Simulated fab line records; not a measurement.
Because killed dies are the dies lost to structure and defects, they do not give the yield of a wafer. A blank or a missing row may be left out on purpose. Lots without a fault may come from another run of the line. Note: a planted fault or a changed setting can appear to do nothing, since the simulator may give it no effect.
fab line records	flow nand_harc
record lots=12	wafers=36	last_day=24
route steps=1159 shown P_BONDPAD@368 A_BONDPAD@1061 HYBRID_BOND@1094 END@1159
lots untouched by any fault: they come from a run of this same line in which no faults occurred
start_h: hours from the record's opening day to when the first of the lot's shown wafers began	wait_h: hours from the lot's prior step to this one	" the same as in the row above	L1.1+2: a row that stands for several wafers	- no value present, or no start provided	* or withheld: withheld	< > ~ a bound
route shown NAME@n: a module of which the file shows steps, and the number in the route of the first	usual: the fault-free wafers' mean and standard deviation	same: alike in all rows	chamber/n: place in a boat	sites: readings site by site	_std_site: the standard deviation of these	_edge_site: outer sites' mean less inner sites'	radius_mm: for every site, how far away it sits from the centre of the wafer	mask NAME#n: copy n	behind: the last tool/chamber to shape the wafer	hold: cause of the lot's hold/its duration in hours/its outcome	device: transistor that didn't switch, given as n, p or np	end of line: the route-end tests of the same wafers	a step with no rows: only its recipe	killed: count of dies lost to structure and defects at first sort (not the wafer's yield)	map: a wafer's dies, marking killed ones x, the rest . and places with no die _
set.NAME: the setting as run; set.NAME@STEP: as run at that earlier step	model.NAME: the simulator's own value behind a step, which no gauge read
a sample of lots followed through the steps of the route, with each step as a table and each wafer as a row
services: the hour from which a tool's chamber was out of use, counted from the record's first day as start_h (under 0 if before that day), plus the number of hours and why
## steps
# step NHARC_P_BONDPAD_ETCH_37
# recipe target_depth_a=600	overetch_a=180	time_s=65.91	ion_energy_ev=200	n2_flow_sccm=150	h2_flow_sccm=150	ar_flow_sccm=0	rf_w=400	bias_w=150	chemistry=N2/H2
# usual drypump_motor_current_A=5.7/0.47	h2_flow_sccm=149.9/0.47	oes_product_au=0.997/0.0075	rf_vpp_V=431.8/2.1	showerhead_plenum_p_Torr=2.08/0.07	throttle_valve_pct=14.172/0.0099
# same time_s=65.91
lot.wafer	tool	chamber	start_h	wait_h	drypump_motor_current_A	h2_flow_sccm	oes_product_au	rf_hours_counter_h	rf_vpp_V	showerhead_plenum_p_Torr	throttle_valve_pct
L389.2	rie_diel-02	3	127.97	0.1	4.9	150.5	0.990	52	430.3	2.04	14.161
L389.5	"	3	"	"	4.9	149.8	0.999	-	430.5	2.04	14.165
L389.6	"	0	"	"	5.7	149.6	0.998	-	434.1	2.18	14.163
L390.3	rie_diel-02	2	128.61	0.1	6.3	150.0	0.999	54	434.6	2.16	14.165
L390.4	"	0	"	"	5.6	149.5	0.998	47	435.1	2.18	14.165
L390.5	"	2	"	"	6.2	149.6	1.002	-	434.2	2.16	14.175
L391.2	rie_diel-11	3	148.28	0.1	5.3	149.8	0.993	11	433.4	2.15	14.166
L391.1	"	0	"	"	5.9	150.1	1.011	11	433.5	2.14	14.171
L391.5	"	3	"	"	5.3	150.5	1.004	-	434.8	2.15	14.166
L393.3	rie_diel-05	3	161.89	0.1	5.0	150.3	0.987	53	432.2	2.11	14.160
L393.1	"	0	"	"	5.3	150.4	1.006	62	430.3	1.98	14.163
L393.2	"	2	"	"	5.7	150.8	0.987	58	430.9	2.05	14.175
L396.4	rie_diel-05	3	173.22	0.1	5.0	149.9	0.991	0	432.8	2.11	14.177
L396.1	"	2	"	"	5.6	149.7	1.004	0	430.8	2.04	14.180
L396.5	"	0	"	"	5.3	149.8	0.993	-	428.2	1.98	14.185
L397.4	rie_diel-05	1	178.83	0.1	6.5	150.8	0.999	2	428.7	1.96	14.172
L397.2	"	2	"	"	5.7	150.3	1.000	2	430.3	2.04	14.183
L397.3	"	3	"	"	5.0	150.1	0.987	2	433.2	2.11	14.155
L398.2	rie_diel-11	3	187.63	0.1	5.3	151.0	1.002	15	433.6	2.15	14.185
L398.1	"	1	"	"	5.3	149.8	1.000	15	433.3	2.14	14.171
L398.6	"	3	"	"	5.3	149.8	1.003	-	432.7	2.15	14.164
L399.4	rie_diel-05	2	193.39	0.1	5.7	149.4	0.994	7	431.5	2.04	14.175
L399.2	"	0	"	"	5.3	149.9	0.981	7	428.2	1.97	14.152
L399.5	"	1	"	"	6.5	149.9	0.997	-	428.3	1.96	14.174
L403.4	rie_diel-05	1	223.54	0.1	6.4	149.6	0.991	17	428.9	1.95	14.178
L403.1	"	3	"	"	5.0	149.3	0.997	17	432.2	2.11	14.176
L403.6	"	1	"	"	6.4	150.0	0.990	-	429.0	1.95	14.179
L408.1	rie_diel-05	1	238.08	0.1	6.5	149.6	0.989	21	427.9	1.95	14.156
L408.2	"	2	"	"	5.6	149.2	0.995	22	431.9	2.04	14.182
L408.6	"	2	"	"	5.6	149.2	0.996	-	430.3	2.04	14.192
L409.1	rie_diel-05	0	250.42	0.1	5.3	149.3	1.006	29	429.4	1.97	14.181
L409.4	"	3	"	"	5.0	150.7	0.993	28	431.7	2.10	14.144
L409.5	"	0	"	"	5.3	149.5	0.995	-	429.3	1.97	14.178
L412.4	rie_diel-11	3	264.39	0.1	5.3	149.5	0.995	6	433.3	2.15	14.199
L412.2	"	0	"	"	5.9	149.7	0.990	6	432.9	2.13	14.178
L412.1	"	1	"	"	5.3	148.9	0.996	6	432.9	2.14	14.174
# step NHARC_A_BONDPAD_THK_MEAS_30
# recipe thk_meas_gauge=ellipsometry
# usual thk_nm=200.2/1.4
lot.wafer	tool	chamber	start_h	wait_h	thk_nm
L390.3	film_metro-02	-	410.81	0.2	202.1
L390.4	"	-	"	"	200.6
L390.5	"	-	"	"	199.9
L389.2	film_metro-01	-	411.08	0.2	199.6
L389.5	"	-	"	"	201.4
L389.6	"	-	"	"	199.0
L391.1	film_metro-02	-	413.83	0.2	199.2
L391.2	"	-	"	"	197.8
L391.5	"	-	"	"	198.5
L393.1	film_metro-01	-	440.03	0.2	201.1
L393.2	"	-	"	"	199.3
L393.3	"	-	"	"	201.7
L397.2	film_metro-01	-	451.59	0.2	197.6
L397.3	"	-	"	"	199.4
L397.4	"	-	"	"	200.6
L398.1	film_metro-02	-	457.06	0.2	202.8
L398.2	"	-	"	"	200.4
L398.6	"	-	"	"	202.8
L396.1	film_metro-01	-	457.43	0.2	200.4
L396.4	"	-	"	"	200.2
L396.5	"	-	"	"	201.8
L399.2	film_metro-02	-	475.10	0.2	197.6
L399.4	"	-	"	"	199.7
L399.5	"	-	"	"	199.6
L403.1	film_metro-02	-	498.68	0.2	198.3
L403.4	"	-	"	"	197.5
L403.6	"	-	"	"	200.0
L408.1	film_metro-02	-	515.12	0.2	197.9
L408.2	"	-	"	"	199.4
L408.6	"	-	"	"	198.3
L409.1	film_metro-02	-	530.03	0.2	200.4
L409.4	"	-	"	"	201.5
L409.5	"	-	"	"	201.2
L412.1	film_metro-01	-	549.87	0.2	201.1
L412.2	"	-	"	"	202.3
L412.4	"	-	"	"	199.2
# step NHARC_A_BONDPAD_THK_MEAS_20
# recipe thk_meas_gauge=xrf
# usual thk_nm=170.0/1.4
lot.wafer	tool	chamber	start_h	wait_h	thk_nm
L390.3	film_metro-01	-	414.01	-	170.7
L390.4	"	-	"	"	168.1
L390.5	"	-	"	"	168.9
L389.2	film_metro-02	-	414.30	-	168.2
L389.5	"	-	"	"	171.3
L389.6	"	-	"	"	171.7
L391.1	film_metro-01	-	417.08	-	168.9
L391.2	"	-	"	"	171.0
L391.5	"	-	"	"	172.3
L393.1	film_metro-01	-	443.23	-	169.2
L393.2	"	-	"	"	167.4
L393.3	"	-	"	"	169.9
L397.2	film_metro-02	-	454.77	-	171.4
L397.3	"	-	"	"	169.9
L397.4	"	-	"	"	170.4
L398.1	film_metro-01	-	460.33	-	171.7
L398.2	"	-	"	"	170.1
L398.6	"	-	"	"	168.8
L396.1	film_metro-02	-	460.68	-	168.5
L396.4	"	-	"	"	169.3
L396.5	"	-	"	"	169.3
L399.2	film_metro-01	-	478.26	-	169.9
L399.4	"	-	"	"	168.5
L399.5	"	-	"	"	169.2
L403.1	film_metro-01	-	501.80	-	171.5
L403.4	"	-	"	"	171.8
L403.6	"	-	"	"	168.0
L408.1	film_metro-02	-	518.56	-	168.0
L408.2	"	-	"	"	170.0
L408.6	"	-	"	"	172.6
L409.1	film_metro-02	-	533.18	-	167.4
L409.4	"	-	"	"	167.9
L409.5	"	-	"	"	168.4
L412.1	film_metro-01	-	552.88	-	170.5
L412.2	"	-	"	"	173.0
L412.4	"	-	"	"	170.5
# step NHARC_HYBRID_BOND_ACTIVATE_00
# recipe time_s=60	n2_flow_sccm=200	ar_flow_sccm=0	bias_power_w=0	chemistry=N2
# usual drypump_motor_current_A=5.7/0.41	oes_product_au=0.999/0.0079	rf_vpp_V=64.4/0.75	showerhead_plenum_p_Torr=1.81/0.052
# same time_s=60
lot.wafer	tool	chamber	start_h	wait_h	drypump_motor_current_A	oes_product_au	rf_hours_counter_h	rf_vpp_V	showerhead_plenum_p_Torr
L390.4	rie_diel-11	0	414.27	0.1	5.9	1.007	4	65.1	1.84
L390.3	"	2	"	"	6.2	1.014	5	64.7	1.78
L390.5	"	0	"	"	5.9	1.003	-	63.5	1.84
L389.2	rie_diel-11	0	414.60	0.1	5.9	0.996	4	65.5	1.84
L389.5	"	3	"	"	5.3	1.004	-	64.0	1.86
L389.6	"	0	"	"	5.9	0.993	-	64.0	1.84
L391.1	rie_diel-11	2	417.39	0.1	6.2	1.012	5	63.6	1.78
L391.2	"	3	"	"	5.3	1.017	5	64.0	1.86
L391.5	"	0	"	"	5.9	1.014	-	64.9	1.84
L393.1	rie_diel-11	0	443.51	0.1	5.9	0.983	7	64.2	1.84
L393.3	"	1	"	"	5.3	1.008	8	64.2	1.84
L393.2	"	2	"	"	6.2	1.006	8	63.8	1.78
L397.2	rie_diel-11	3	455.04	0.1	5.3	0.984	8	64.7	1.86
L397.4	"	0	"	"	6.0	0.995	8	65.1	1.84
L397.3	"	1	"	"	5.3	1.006	8	64.5	1.84
L398.1	rie_diel-11	0	460.62	0.1	5.9	0.991	8	64.6	1.84
L398.2	"	1	"	"	5.3	1.007	9	63.7	1.84
L398.6	"	0	"	"	5.9	0.988	-	63.7	1.84
L396.4	rie_diel-11	1	460.94	0.1	5.3	1.011	9	63.6	1.84
L396.1	"	3	"	"	5.3	0.992	9	64.8	1.86
L396.5	"	1	"	"	5.3	1.002	-	63.3	1.84
L399.2	rie_diel-11	3	478.55	0.1	5.3	0.986	10	66.6	1.86
L399.4	"	1	"	"	5.3	1.002	10	65.3	1.84
L399.5	"	2	"	"	6.2	0.991	-	64.1	1.78
L403.1	rie_diel-11	0	502.09	0.1	5.9	0.996	10	63.8	1.84
L403.4	"	3	"	"	5.3	0.990	11	65.2	1.86
L403.6	"	1	"	"	5.3	1.003	-	64.2	1.84
L408.1	rie_diel-11	1	518.82	0.1	5.3	1.011	13	64.8	1.84
L408.2	"	0	"	"	5.9	0.992	12	64.3	1.84
L408.6	"	1	"	"	5.3	1.001	-	63.9	1.84
L409.4	rie_diel-11	3	533.46	0.1	5.3	1.004	14	64.1	1.85
L409.1	"	0	"	"	5.9	1.005	13	64.7	1.84
L409.5	"	0	"	"	5.9	1.000	-	65.1	1.84
L412.2	rie_diel-05	0	553.17	0.1	5.3	0.986	9	63.3	1.67
L412.1	"	1	"	"	6.5	0.997	10	62.7	1.66
L412.4	"	2	"	"	5.6	0.999	11	64.4	1.73
# step NHARC_END_SORT_01
# recipe temp_c=25
# usual defect_limited_yield=95.1/1.8	killed_at_array=29/11	killed_at_other=0.6/0.89	killed_at_periphery=3.8/2.8	killed_dies=33/12	killed_open=3.5/1.9	killed_short=1.9/1.3	sort_bin_2_pct=1.5/0.72	sort_bin_3_pct=0.28/0.23	sort_bin_4_pct=3.1/1.2	sort_n_pass=644/12	sort_rim_yield_pct=94.8/2.9	sort_yield_pct=95.1/1.8
# same gross_dies=677	sort_bin_5_pct[%]=0	sort_bin_6_pct[%]=0	sort_bin_7_pct[%]=0	sort_bin_8_pct[%]=0	sort_rim_n_gross=106.00
lot.wafer	tool	chamber	start_h	wait_h	defect_limited_yield[%]	killed_at_array	killed_at_other	killed_at_periphery	killed_dies	killed_open	killed_short	sort_bin_2_pct[%]	sort_bin_3_pct[%]	sort_bin_4_pct[%]	sort_n_pass	sort_rim_yield_pct[%]	sort_yield_pct[%]
L398.1	prober-02	0	489.12	2.5	95.4	28	0	3	31	4	4	1.2	0.15	3.2	646	96.2	95.4
L398.2	prober-02	0	489.91	2.8	95.6	26	0	4	30	7	1	1.8	0	2.7	647	96.2	95.6
L398.6	prober-02	0	493.06	3.9	94.8	31	0	4	35	3	1	1.5	0.15	3.5	642	94.3	94.8
L396.1	prober-01	0	490.06	2.5	95.7	24	0	5	29	2	3	0.6	0.44	3.2	648	97.2	95.7
L396.4	prober-01	0	492.49	3.4	93.8	36	0	6	42	5	1	2.1	0.15	4.0	635	93.4	93.8
L396.5	prober-01	0	493.30	3.7	94.2	29	0	10	39	5	1	2.1	0.59	3.1	638	92.5	94.2
L408.1	prober-01	0	547.19	2.5	80.8	41	1	88	130	6	1	9.0	2.66	7.5	547	87.7	80.8
L408.2	prober-01	0	547.98	2.8	82.0	43	0	79	122	3	3	8.0	3.10	6.9	555	90.6	82.0
L408.6	prober-01	0	551.15	4.0	81.1	47	2	79	128	4	1	7.5	3.69	7.7	549	84.0	81.1
L409.1	prober-02	0	570.57	2.6	84.9	22	0	80	102	2	0	6.4	2.66	6.1	575	99.1	84.9
L409.4	prober-02	0	572.98	3.4	92.9	15	2	31	48	2	2	1.9	1.92	3.2	629	88.7	92.9
L409.5	prober-02	0	573.78	3.7	86.7	14	0	76	90	2	2	5.8	2.07	5.5	587	99.1	86.7
# killed by level:class
L398.1 A_CHANNEL_HOLE_D1:chamber_film_flake=14 A_STAIRCASE:chamber_film_flake=3 A_CHANNEL_HOLE_D1:geometric_particle:short=2 A_WL_FILL:geometric_particle:short=2 P_ZERO_WELL:chamber_film_flake=2 A_M0:chamber_film_flake=2 P_CONTACT:geometric_particle:open=1 A_CHANNEL_FILL_D1:geometric_particle:open=1
L398.2 A_CHANNEL_HOLE_D1:chamber_film_flake=12 A_STAIRCASE:chamber_film_flake=5 A_ONON_D1:geometric_particle:open=2 A_CONTACT:chamber_film_flake=2 P_GATE:geometric_particle:open=1 P_CONTACT:geometric_particle:short=1 P_M0:geometric_particle:open=1 A_CHANNEL_HOLE_D1:geometric_particle:open=1
L396.1 A_SLIT:chamber_film_flake=14 A_CHANNEL_HOLE_D1:chamber_film_flake=4 P_BONDPAD:chamber_film_flake=2 P_GATE:geometric_particle:open=1 A_ONON_D1:geometric_particle:open=1 A_CHANNEL_HOLE_D1:geometric_particle:short=1 A_WL_FILL:geometric_particle:short=1 A_M0:geometric_particle:short=1
L396.4 A_SLIT:chamber_film_flake=19 A_CHANNEL_HOLE_D1:chamber_film_flake=5 A_CONTACT:chamber_film_flake=5 A_STAIRCASE:chamber_film_flake=4 P_BONDPAD:chamber_film_flake=2 P_M0:geometric_particle:short=1 P_M0:geometric_particle:open=1 P_M1:geometric_particle:open=1
L398.6 A_CHANNEL_HOLE_D1:chamber_film_flake=18 A_STAIRCASE:chamber_film_flake=4 A_CONTACT:chamber_film_flake=3 P_ZERO_WELL:chamber_film_flake=2 A_WL_FILL:chamber_film_flake=2 P_GATE:geometric_particle:open=1 P_M0:geometric_particle:open=1 A_SGD_CUT:geometric_particle:short=1
L396.5 A_SLIT:chamber_film_flake=10 A_CONTACT:chamber_film_flake=6 P_BONDPAD:chamber_film_flake=5 A_STAIRCASE:chamber_film_flake=5 A_CHANNEL_HOLE_D1:chamber_film_flake=3 P_STI:chamber_film_flake=2 P_GATE:geometric_particle:open=1 P_M0:geometric_particle:open=1
L408.1 P_BONDPAD:unspecified=82 A_CHANNEL_HOLE_D1:chamber_film_flake=19 A_SLIT:chamber_film_flake=15 P_GATE:chamber_film_flake=4 A_CONTACT:geometric_particle:open=3 P_M0:geometric_particle:open=1 A_ONON_D1:geometric_particle:open=1 A_CHANNEL_FILL_D1:geometric_particle:open=1
L408.2 P_BONDPAD:unspecified=77 A_SLIT:chamber_film_flake=18 A_CHANNEL_HOLE_D1:chamber_film_flake=17 P_GATE:geometric_particle:open=1 A_CHANNEL_FILL_D1:geometric_particle:short=1 A_WL_FILL:geometric_particle:short=1 A_CONTACT:geometric_particle:open=1 A_BLC:geometric_particle:short=1
L408.6 P_BONDPAD:unspecified=76 A_CHANNEL_HOLE_D1:chamber_film_flake=21 A_SLIT:chamber_film_flake=18 P_GATE:chamber_film_flake=3 A_BLC:chamber_film_flake=3 A_CONTACT:geometric_particle:open=2 THIN_TSV:chamber_film_flake=2 A_ONON_D1:geometric_particle:open=1
L409.1 P_BONDPAD:unspecified=79 A_CHANNEL_HOLE_D1:chamber_film_flake=8 A_CONTACT:chamber_film_flake=8 A_ZERO_WELL:chamber_film_flake=4 P_CONTACT:geometric_particle:open=1 A_BONDPAD:geometric_particle:open=1 A_SLIT:chamber_film_flake=1
L409.4 P_BONDPAD:unspecified=30 A_CHANNEL_HOLE_D1:chamber_film_flake=6 A_CONTACT:chamber_film_flake=3 A_ZERO_WELL:chamber_film_flake=2 THIN_TSV:chamber_film_flake=2 P_M0:geometric_particle:open=1 A_SGD_CUT:geometric_particle:open=1 A_WL_FILL:geometric_particle:short=1
L409.5 P_BONDPAD:unspecified=75 A_CHANNEL_HOLE_D1:chamber_film_flake=8 A_ZERO_WELL:chamber_film_flake=2 P_GATE:geometric_particle:open=1 A_CHANNEL_FILL_D1:geometric_particle:short=1 A_CONTACT:geometric_particle:short=1 A_M0:geometric_particle:open=1 A_CONTACT:chamber_film_flake=1
## services
tool	chamber	start_h	hours	kind
rie_diel-11	0	119.63	-	clean
rie_diel-02	-	151.26	9.0	pm
rie_diel-05	-	163.65	9.0	pm
rie_diel-11	-	189.52	9.0	pm
rie_diel-02	1	218.06	10.4	repair
rie_diel-02	-	268.13	0.7	repair
rie_diel-02	-	281.04	0.8	repair
rie_diel-11	0	295.40	8.9	repair
rie_diel-11	1	320.71	9.6	repair
rie_diel-02	-	328.27	9.0	pm
rie_diel-05	-	340.68	9.0	pm
rie_diel-11	-	366.52	9.0	pm
rie_diel-02	3	366.58	10.0	repair
rie_diel-11	1	390.37	3.6	repair
rie_diel-11	0	392.55	7.3	repair
rie_diel-02	3	445.76	3.6	repair
rie_diel-11	0	447.10	4.2	repair
rie_diel-11	-	486.93	0.9	repair
rie_diel-02	-	491.24	0.7	repair
rie_diel-02	3	495.51	2.1	repair
rie_diel-02	-	505.39	9.0	pm
rie_diel-05	-	517.68	9.0	pm
rie_diel-02	-	524.53	0.9	repair
rie_diel-11	-	543.52	9.0	pm
## key
first_sign step=NHARC_END_SORT_01	reading=killed_at_periphery	direction=up	sigmas=25	usual=3.8	struck=72.2
effect step=NHARC_END_SORT_01	reading=killed_dies	direction=up	sigmas=5.7	usual=33	struck=103
more_kills_born_at NHARC_P_BONDPAD_ETCH_37@rie_diel-05=419
met_at NHARC_P_BONDPAD_ETCH_37
struck_lots L408,L409
not_acting_at NHARC_A_BONDPAD_THK_MEAS_30,NHARC_A_BONDPAD_THK_MEAS_20,NHARC_HYBRID_BOND_ACTIVATE_00
onset_between 223.54 238.08
fault kind=chamber_particle_source	tool=rie_diel-05	chamber=-	onset_h=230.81	steps=NHARC_P_BONDPAD_ETCH_37	rate_per_visit_cm2=0.68807	end_h=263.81
